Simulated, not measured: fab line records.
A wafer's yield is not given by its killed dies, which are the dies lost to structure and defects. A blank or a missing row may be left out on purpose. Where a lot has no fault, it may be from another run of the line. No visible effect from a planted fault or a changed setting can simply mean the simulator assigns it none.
Split-lot experiment / flow n5-finfet / route with 1938 steps; 7 lots, 21 wafers read

## SPLIT DETAILS
At N5_BEOL_M12_TRENCH_ETCH_34 (etches SiOC in C4F8/O2/Ar, target depth 318.95 nm, time 125.5 s), the setting time-s was moved away from the recipe's 125.5 s on 5 of the 21 wafers read, by -22.0% to +5.7%. This setting was run at the recipe's value on the other wafers.

## FROM THE SPLIT TO THE READING: what the file shows between them, 10 steps
- N5_BEOL_M12_STRIP_70: strips in C4F8/O2/Ar
- N5_BEOL_M12_OCD_MEAS_35
- N5_BEOL_M12_SPUTTER_44: material Ta, target thk 10 nm, time 16.13 s (also split here: time-s)
- N5_BEOL_M12_SPUTTER_45: material Cu, target thk 80 nm, time 13.33 s
- N5_BEOL_M12_ECD_47: material Cu, target thk 720 nm
- N5_BEOL_M12_ANNEAL_48: time 90 s
- N5_BEOL_M12_CMP_49: polishes, stops on SiOC, t overpolish 20.6 s, target thk 320 nm
- N5_BEOL_M12_THK_MEAS_50: measures by xrf
- N5_BEOL_M12_PRE_CLEAN_52: time 15 s
- N5_BEOL_M12_DEP_53: deposits SiCN from 3MS/NH3, target thk 30 nm, time 10.5 s

## THE READING
M12_RS in ohm/sq, measured at N5_BEOL_M12_RS_MEAS_54 by four-point-probe. Typical for fault-free wafers on this fab line: 0.0600 ohm/sq, with standard deviation 0.0012 ohm/sq.

wafer=L074.2; tool, chamber at the split=rie-diel-02, 2; time-s as run, s=125.5; against the recipe=recipe; M12_RS, ohm/sq=0.0603; against lot-mates on the recipe=-
wafer=L074.5; tool, chamber at the split=rie-diel-02, 2; time-s as run, s=125.5; against the recipe=recipe; M12_RS, ohm/sq=0.0594; against lot-mates on the recipe=-
wafer=L074.6; tool, chamber at the split=rie-diel-02, 3; time-s as run, s=125.5; against the recipe=recipe; M12_RS, ohm/sq=0.0580; against lot-mates on the recipe=-
wafer=L079.1; tool, chamber at the split=rie-diel-03, 3; time-s as run, s=132.6; against the recipe=+5.7%; M12_RS, ohm/sq=0.0591; against lot-mates on the recipe=-0.0023
wafer=L079.2; tool, chamber at the split=rie-diel-03, 1; time-s as run, s=132.6; against the recipe=+5.7%; M12_RS, ohm/sq=0.0579; against lot-mates on the recipe=-0.0035
wafer=L079.6; tool, chamber at the split=rie-diel-03, 3; time-s as run, s=125.5; against the recipe=recipe; M12_RS, ohm/sq=0.0614; against lot-mates on the recipe=-
wafer=L080.1; tool, chamber at the split=rie-diel-02, 3; time-s as run, s=125.5; against the recipe=recipe; M12_RS, ohm/sq=0.0584; against lot-mates on the recipe=-
wafer=L080.4; tool, chamber at the split=rie-diel-02, 1; time-s as run, s=125.5; against the recipe=recipe; M12_RS, ohm/sq=0.0586; against lot-mates on the recipe=-
wafer=L080.5; tool, chamber at the split=rie-diel-02, 3; time-s as run, s=125.5; against the recipe=recipe; M12_RS, ohm/sq=0.0582; against lot-mates on the recipe=-
wafer=L084.1; tool, chamber at the split=rie-diel-04, 2; time-s as run, s=125.5; against the recipe=recipe; M12_RS, ohm/sq=0.0590; against lot-mates on the recipe=-
wafer=L084.3; tool, chamber at the split=rie-diel-04, 3; time-s as run, s=114.1; against the recipe=-9.1%; M12_RS, ohm/sq=0.0667; against lot-mates on the recipe=+0.0071
wafer=L084.6; tool, chamber at the split=rie-diel-04, 3; time-s as run, s=125.5; against the recipe=recipe; M12_RS, ohm/sq=0.0603; against lot-mates on the recipe=-
wafer=L087.4; tool, chamber at the split=rie-diel-03, 2; time-s as run, s=97.95; against the recipe=-22.0%; M12_RS, ohm/sq=0.0777; against lot-mates on the recipe=+0.0168
wafer=L087.5; tool, chamber at the split=rie-diel-03, 3; time-s as run, s=125.5; against the recipe=recipe; M12_RS, ohm/sq=0.0626; against lot-mates on the recipe=-
wafer=L087.6; tool, chamber at the split=rie-diel-03, 0; time-s as run, s=125.5; against the recipe=recipe; M12_RS, ohm/sq=0.0593; against lot-mates on the recipe=-
wafer=L088.2; tool, chamber at the split=rie-diel-02, 3; time-s as run, s=125.5; against the recipe=recipe; M12_RS, ohm/sq=0.0594; against lot-mates on the recipe=-
wafer=L088.4; tool, chamber at the split=rie-diel-02, 2; time-s as run, s=125.5; against the recipe=recipe; M12_RS, ohm/sq=0.0600; against lot-mates on the recipe=-
wafer=L088.5; tool, chamber at the split=rie-diel-02, 3; time-s as run, s=125.5; against the recipe=recipe; M12_RS, ohm/sq=0.0597; against lot-mates on the recipe=-
wafer=L091.1; tool, chamber at the split=rie-diel-03, 1; time-s as run, s=99.7; against the recipe=-20.6%; M12_RS, ohm/sq=0.0780; against lot-mates on the recipe=+0.0175
wafer=L091.2; tool, chamber at the split=rie-diel-03, 2; time-s as run, s=125.5; against the recipe=recipe; M12_RS, ohm/sq=0.0607; against lot-mates on the recipe=-
wafer=L091.4; tool, chamber at the split=rie-diel-03, 0; time-s as run, s=125.5; against the recipe=recipe; M12_RS, ohm/sq=0.0603; against lot-mates on the recipe=-

THE FIT
A straight line over all 21 wafers: M12_RS changes by -0.00079 ohm/sq for each +1% of time-s; r = -0.97; the points scatter about the line by 0.0015 ohm/sq.
The same after taking each lot's own level away (the mean of its wafers on the recipe; 21 wafers): -0.000777 ohm/sq for each +1%; r = -0.99; scatter 0.00092 ohm/sq.
The reading moves by 0.017 ohm/sq for the largest change in time-s, on that fit.
From 0.05840 to 0.06140 ohm/sq: that is the span of the lots' own levels, equal to 2.5 times the standard deviation above.
The two slopes agree, so the slope changes little with the lot-to-lot level.
Check: +0.0177 ohm/sq against its lot-mates is what the line predicts for one of the wafers moved furthest among these (-22.0%) when that wafer is left out of the fit. It came out at +0.0168 ohm/sq against them.

## THE OTHER SPLITS THESE WAFERS WENT THROUGH
Note: prior to the reading, these wafers also went through further splits. Each is held against what the fit with the lots' levels taken away leaves over:
other split on the same wafers=N5_BEOL_M12_SPUTTER_44 time-s; wafers away from the commonest value=5; r with M12_RS (lot level and that fit taken away)=-0.07

## THE WHOLE CHAIN: every reading that the file lists as answering this split, in the file's order
step=N5_BEOL_M12_TRENCH_ETCH_34; what it does=etches SiOC in C4F8/O2/Ar, target depth 318.95 nm, time 125.5 s; reading=etch.depth-nm (the simulator's own value, which no gauge read); change (the file's fit)=+3.18 nm for each +1% of the setting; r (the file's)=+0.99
step=N5_BEOL_M12_OCD_MEAS_35; what it does=; reading=trench-depth-nm; change (the file's fit)=+3.18 nm for each +1% of the setting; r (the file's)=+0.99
step=N5_BEOL_M12_CMP_49; what it does=polishes, stops on SiOC, t overpolish 20.6 s, target thk 320 nm; reading=Cu_of_BEOL_M12_ECD_47.thk-nm (the simulator's own value, which no gauge read); change (the file's fit)=+3.19 nm for each +1% of the setting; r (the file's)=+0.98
step=N5_BEOL_M12_THK_MEAS_50; what it does=measures by xrf; reading=M12_THK; change (the file's fit)=+3.11 for each +1% of the setting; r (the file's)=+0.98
step=N5_BEOL_M12_RS_MEAS_54; what it does=measures by four-point-probe; reading=M12_RS; change (the file's fit)=-0.000795 for each +1% of the setting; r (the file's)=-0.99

## FILE'S OWN FIT
M12_RS changes by -0.000795 ohm/sq for each +1% of time-s, r = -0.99.
